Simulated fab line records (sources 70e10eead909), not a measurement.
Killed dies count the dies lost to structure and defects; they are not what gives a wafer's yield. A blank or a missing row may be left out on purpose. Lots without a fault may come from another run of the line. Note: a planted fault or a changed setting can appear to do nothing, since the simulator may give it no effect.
Matching of chambers :: flow nandHarc :: cmp-02 running NHARC_P_BONDPAD_CMP_19: 4 sister chambers
The step polishes, t overpolish 30 s, cu recess touch 16 s, target thk 160.81 nm. 8 wafers are shown with their chamber, then 8 later ones without.

== EACH WAFER AND ITS CHAMBER ==
wafer: L403.1
chamber: 2
motorCurrentA (A): 13.0
overpolishRunS (s): 29.980

wafer: L404.5
chamber: 1
motorCurrentA (A): 11.2
overpolishRunS (s): 30.017

wafer: L407.3
chamber: 3
motorCurrentA (A): 13.5
overpolishRunS (s): 30.005

wafer: L407.5
chamber: 0
motorCurrentA (A): 12.2
overpolishRunS (s): 29.993

wafer: L410.4
chamber: 3
motorCurrentA (A): 13.4
overpolishRunS (s): 29.995

wafer: L410.5
chamber: 1
motorCurrentA (A): 11.1
overpolishRunS (s): 30.007

wafer: L410.6
chamber: 0
motorCurrentA (A): 12.0
overpolishRunS (s): 30.009

wafer: L417.1
chamber: 2
motorCurrentA (A): 12.8
overpolishRunS (s): 30.011

== WAFERS WITHOUT THEIR CHAMBER ==
wafer: L417.3
motorCurrentA (A): 11.0
overpolishRunS (s): 30.007

wafer: L417.5
motorCurrentA (A): 12.1
overpolishRunS (s): 30.002

wafer: L418.1
motorCurrentA (A): 13.0
overpolishRunS (s): 29.994

wafer: L418.2
motorCurrentA (A): 11.9
overpolishRunS (s): 29.998

wafer: L418.5
motorCurrentA (A): 11.4
overpolishRunS (s): 30.006

wafer: L422.1
motorCurrentA (A): 13.0
overpolishRunS (s): 29.984

wafer: L422.4
motorCurrentA (A): 12.0
overpolishRunS (s): 29.999

wafer: L422.5
motorCurrentA (A): 12.5
overpolishRunS (s): 30.008

== WHICH CHAMBER EACH WENT THROUGH ==
wafer: L417.3
from the rows above: 1
in truth: 1

wafer: L417.5
from the rows above: 0
in truth: 0

wafer: L418.1
from the rows above: 2
in truth: 2

wafer: L418.2
from the rows above: 0
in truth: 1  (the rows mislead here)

wafer: L418.5
from the rows above: 1
in truth: 1

wafer: L422.1
from the rows above: 2
in truth: 2

wafer: L422.4
from the rows above: 0
in truth: 0

wafer: L422.5
from the rows above: can't be placed: 0 or 2
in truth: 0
Placed correctly: 6 of 8. Cannot be placed on the basis of these rows: 1; the candidates contain the true chamber in 1. Wrongly placed: 1.
How it was worked out, from the rows above alone: a wafer's distance from a chamber is the root of the sum, over the readings, of the square of ((its reading less the chamber's mean) divided by the reading's scatter). The wafer belongs to the nearest chamber; if the next one is less than 2 further off, it can't be placed. Each chamber's mean is taken over the wafers shown for it. The scatter is the square root of a quotient: the sum, over the shown wafers, of each reading's squared deviation from its chamber's mean, divided by wafers minus chambers.
